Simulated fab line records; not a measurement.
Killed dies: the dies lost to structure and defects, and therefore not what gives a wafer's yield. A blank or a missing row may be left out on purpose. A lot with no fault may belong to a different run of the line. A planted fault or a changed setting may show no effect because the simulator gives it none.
Split-lot experiment :: flow n5-finfet :: route with 1938 steps; 7 lots, 21 wafers read

== THE SPLIT ITSELF ==
At N5_BEOL_M1_EXPOSE_25 (exposes mask V0, defocus 5 nm, target cd 24 nm), the setting dose-mj was moved away from the recipe's 63 on 5 of the 21 wafers read, by -6.3% to +5.8%. The other wafers ran this setting at the recipe's value.

== FROM THE SPLIT TO THE READING: what the file shows between them, 2 steps ==
- N5_BEOL_M1_PEB_26: peb time 60 s
- N5_BEOL_M1_DEVELOP_27: develop time 30 s

== THE READING ==
cd-nm, in nm, at N5_BEOL_M1_CD_MEAS_28 (target cd y 23.3 nm). Fault-free wafers of this fab line usually give 23.91 nm, standard deviation 0.26 nm.

wafer: L078.1
tool, chamber at the split: euv-scanner-02, 0
dose-mj as run: 63
against the recipe: recipe
cd-nm, nm: 23.75
against lot-mates on the recipe: -

wafer: L078.2
tool, chamber at the split: euv-scanner-02, 0
dose-mj as run: 63
against the recipe: recipe
cd-nm, nm: 23.85
against lot-mates on the recipe: -

wafer: L078.5
tool, chamber at the split: euv-scanner-02, 0
dose-mj as run: 64.33
against the recipe: +2.1%
cd-nm, nm: 24.37
against lot-mates on the recipe: +0.57

wafer: L083.1
tool, chamber at the split: euv-scanner-02, 0
dose-mj as run: 63
against the recipe: recipe
cd-nm, nm: 23.29
against lot-mates on the recipe: -

wafer: L083.4
tool, chamber at the split: euv-scanner-02, 0
dose-mj as run: 63
against the recipe: recipe
cd-nm, nm: 23.74
against lot-mates on the recipe: -

wafer: L083.6
tool, chamber at the split: euv-scanner-02, 0
dose-mj as run: 63
against the recipe: recipe
cd-nm, nm: 23.82
against lot-mates on the recipe: -

wafer: L084.1
tool, chamber at the split: euv-scanner-02, 0
dose-mj as run: 63
against the recipe: recipe
cd-nm, nm: 24.07
against lot-mates on the recipe: -

wafer: L084.3
tool, chamber at the split: euv-scanner-02, 0
dose-mj as run: 66.67
against the recipe: +5.8%
cd-nm, nm: 24.95
against lot-mates on the recipe: +1.02

wafer: L084.6
tool, chamber at the split: euv-scanner-02, 0
dose-mj as run: 63
against the recipe: recipe
cd-nm, nm: 23.79
against lot-mates on the recipe: -

wafer: L085.4
tool, chamber at the split: euv-scanner-01, 0
dose-mj as run: 63
against the recipe: recipe
cd-nm, nm: 23.64
against lot-mates on the recipe: -

wafer: L085.5
tool, chamber at the split: euv-scanner-01, 0
dose-mj as run: 63
against the recipe: recipe
cd-nm, nm: 23.46
against lot-mates on the recipe: -

wafer: L085.6
tool, chamber at the split: euv-scanner-01, 0
dose-mj as run: 63
against the recipe: recipe
cd-nm, nm: 23.24
against lot-mates on the recipe: -

wafer: L093.1
tool, chamber at the split: euv-scanner-02, 0
dose-mj as run: 65.35
against the recipe: +3.7%
cd-nm, nm: 24.64
against lot-mates on the recipe: +0.69

wafer: L093.4
tool, chamber at the split: euv-scanner-02, 0
dose-mj as run: 65.35
against the recipe: +3.7%
cd-nm, nm: 24.89
against lot-mates on the recipe: +0.94

wafer: L093.5
tool, chamber at the split: euv-scanner-02, 0
dose-mj as run: 63
against the recipe: recipe
cd-nm, nm: 23.95
against lot-mates on the recipe: -

wafer: L094.1
tool, chamber at the split: euv-scanner-02, 0
dose-mj as run: 59
against the recipe: -6.3%
cd-nm, nm: 22.25
against lot-mates on the recipe: -1.30

wafer: L094.2
tool, chamber at the split: euv-scanner-02, 0
dose-mj as run: 63
against the recipe: recipe
cd-nm, nm: 23.30
against lot-mates on the recipe: -

wafer: L094.3
tool, chamber at the split: euv-scanner-02, 0
dose-mj as run: 63
against the recipe: recipe
cd-nm, nm: 23.80
against lot-mates on the recipe: -

wafer: L097.2
tool, chamber at the split: euv-scanner-01, 0
dose-mj as run: 63
against the recipe: recipe
cd-nm, nm: 24.13
against lot-mates on the recipe: -

wafer: L097.3
tool, chamber at the split: euv-scanner-01, 0
dose-mj as run: 63
against the recipe: recipe
cd-nm, nm: 23.77
against lot-mates on the recipe: -

wafer: L097.4
tool, chamber at the split: euv-scanner-01, 0
dose-mj as run: 63
against the recipe: recipe
cd-nm, nm: 23.95
against lot-mates on the recipe: -

THE FIT
A straight line over all 21 wafers: cd-nm changes by +0.239 nm for each +1% of dose-mj; r = +0.91; the points scatter about the line by 0.25 nm.
The same after taking each lot's own level away (the mean of its wafers on the recipe; 21 wafers): +0.201 nm for each +1%; r = +0.94; scatter 0.17 nm.
That fit puts the effect of the largest move of dose-mj on the reading at 1.3 nm.
Across the lots, their own levels run from 23.447 to 23.950 nm, a range of 1.9 times the standard deviation given above.
Thus the slope moves with the lot-to-lot level: the two fits are different.
Check: for one of the wafers moved furthest among these (-6.3%), held out of the fit, the line's prediction against its lot-mates is -1.25 nm. It came out at -1.3 nm against them.

== ADDITIONAL SPLITS CARRIED BY THESE WAFERS ==
These wafers also went through other splits before the reading. Each is held against what the fit with the lots' levels taken away leaves over:
other split on the same wafers: N5_BEOL_M0_SAQP_PECVD_04 time-s
wafers away from the commonest value: 5
r with cd-nm (lot level and that fit taken away): -0.19

other split on the same wafers: N5_BEOL_M0_ETCH_109 bias-w
wafers away from the commonest value: 7
r with cd-nm (lot level and that fit taken away): +0.18

== FILE'S OWN FIT ==
cd-nm changes by +0.2 nm for each +1% of dose-mj, r = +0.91.
